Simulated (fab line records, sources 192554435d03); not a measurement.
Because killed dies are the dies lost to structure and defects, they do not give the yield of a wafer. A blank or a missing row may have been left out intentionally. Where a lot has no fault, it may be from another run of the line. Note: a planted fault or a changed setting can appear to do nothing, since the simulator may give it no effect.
Comparing a struck lot with a sound one -- flow n5_finfet -- 34 steps out of a route of 1938
Sound: these wafers, L707.2, L707.5, L707.6. Struck: wafer L708.6. (L708.3 of the same lot was not struck and is left out.) The cause comes at the end.
Order at every step that has rows: each side's tool, ch and its chambers, its first start. Under that, the readings that differ: sound wafers -- struck wafers -- difference of the means -- sigmas: that difference in standard deviations of wafers without a fault.
alike: readings whose means differ by less than 2 such deviations, and words and numbers that are the same on both sides. not compared: withheld readings, readings that some wafer has no value for, bounds like >300 that may hide the same value, and numbers for which the record gives no deviation and whose values overlap.
The two part at a step that has a row with sigmas, a row that says differs or no value, or rows on one side only. When numbers do not overlap yet have no deviation, they are printed without sigmas and do not part them. A reading that every wafer of one side lacks parts them only if that side has two wafers or more.

first, 9 steps without rows for these wafers: N5_SD_EPI_P_DEVELOP_08 (develop time 30 s); N5_SD_EPI_P_DESCUM_14 (chemistry O2, time 7.9 s); N5_SD_EPI_P_ETCH_36 (etches SiARC in CF4, target depth 45.5 nm, time 75.8 s); N5_SD_EPI_P_ETCH_37 (etches SOC in N2/H2, overetch 108 nm, time 486 s); N5_SD_EPI_P_STRIP_38 (strips in N2/H2); N5_SD_EPI_P_ETCHBACK_46 (etches SiNx in CH3F/O2, stops on SiO2, target depth 17.5 nm); N5_SD_EPI_P_ETCH_47 (etches SiOCN in CH3F/O2, target depth 25 nm); N5_SD_EPI_P_ETCH_16 (etches SiO2 in CHF3/O2, target depth 5 nm); N5_SD_EPI_P_STRIP_50 (strips in CHF3/O2).
N5_SD_EPI_P_SD_RECESS_17: chemistry HBr/Cl2/O2, target depth 39.1 nm, bt time 3 s.
  sound on rie_si-05 ch 1,2,3, day 4 19:02; struck on rie_si-05 ch 1, day 5 03:32
reading,sound,struck,difference,sigmas
model.SD_EPI_P.feature_depth_nm (nm),39.4 38.6 38.6,35.6,-3.3,
model.etch.depth_nm (nm),39.34 38.68 38.64,35.57,-3.32,
  alike: chamber_pressure_mTorr, drypump_motor_current_A, oes_product_au, throttle_valve_pct
  not compared: rf_hours_counter_h
then, 22 steps without rows for these wafers: N5_SD_EPI_P_WET_ETCH_45 (etches SiO2 in dHF, time 10.7 s, target depth 2 nm, rinse time 30 s); N5_SD_EPI_P_STRIP_40 (strips in N2/H2); N5_SD_EPI_P_PRECLEAN_52 (cleans in O3/DIW, time 60 s); N5_SD_EPI_P_SRD_20 (time 30 s); N5_SD_EPI_P_PRECLEAN_51 (cleans in NF3:NH3, afs cycles 1, time 20 s, sublimation time 60 s); N5_SD_EPI_P_VAPOR_ETCH_44 (etches SiGe30 in NF3/Ar, time 3.3 s); N5_SD_EPI_P_EPI_21 (deposits SiGe:B, time 355 s); N5_SD_EPI_P_HM_STRIP_48 (strips SiNx in H3PO4, material SiNx, target depth 3 nm); N5_SD_EPI_P_SRD_49 (time 30 s); N5_SD_EPI_P_PRECLEAN_24 (cleans in O3/DIW, time 45 s); N5_SD_EPI_P_PRECLEAN_32 (cleans in dHF, time 10 s); N5_SD_EPI_P_PRECLEAN_33 (cleans in SC2, time 45 s); N5_SD_EPI_P_SRD_25 (time 30 s); N5_SD_ACTIVATION_RTA_00 (time 0 s); N5_SD_ACTIVATION_LSA_01 (time 0.0008 s); N5_ILD0_LINER_00 (material SiNx, target thk 4 nm, pulse time 1 s, purge time 2 s); N5_ILD0_FCVD_FILL_01 (material SiO2 flowable, target thk 200 nm, time 328.3 s); N5_ILD0_CURE_02 (time 1800 s); N5_ILD0_CMP_03 (polishes, stops on SiNx, t overpolish 1.9 s, target thk 197.38 nm); N5_ILD0_CMP_07 (polishes SiO2 flowable, stops on poly-Si, t overpolish 1.18 s, target thk 138.88 nm); N5_ILD0_PRECLEAN_10 (cleans in NF3:NH3, afs cycles 5, time 20 s, sublimation time 60 s); N5_ILD0_ALD_15 (deposits SiNx, target thk 24 nm, pulse time 1 s, ald cycles 480).
-- the record jumps here: 5 days lie between the struck wafers' starts before and after (it left off in module ILD0 and takes up again in module BEOL_M4, whose first step shown is number 1111 of the route) --
N5_BEOL_M4_RC_MEAS_101:
  sound on prober-01 ch 0, day 9 07:37; struck on prober-02 ch 0, day 9 21:12
reading,sound,struck,difference,sigmas
CJ_P,5.85 5.58 5.81,5.27,-0.48,-4
  alike: DIBL_N, DIBL_P, IOFF_N, IOFF_P, ION_N, ION_P, SS_N, SS_P, VT_N, VT_P
N5_PASSIVATION_PROBE_49:
  the record holds rows for the sound wafers here (prober-01, day 13 11:50) but none for the struck ones

WHERE THEY PART
Earliest at N5_BEOL_M4_RC_MEAS_101; latest, in this record, at N5_PASSIVATION_PROBE_49.

WHY: the cause the simulator had injected
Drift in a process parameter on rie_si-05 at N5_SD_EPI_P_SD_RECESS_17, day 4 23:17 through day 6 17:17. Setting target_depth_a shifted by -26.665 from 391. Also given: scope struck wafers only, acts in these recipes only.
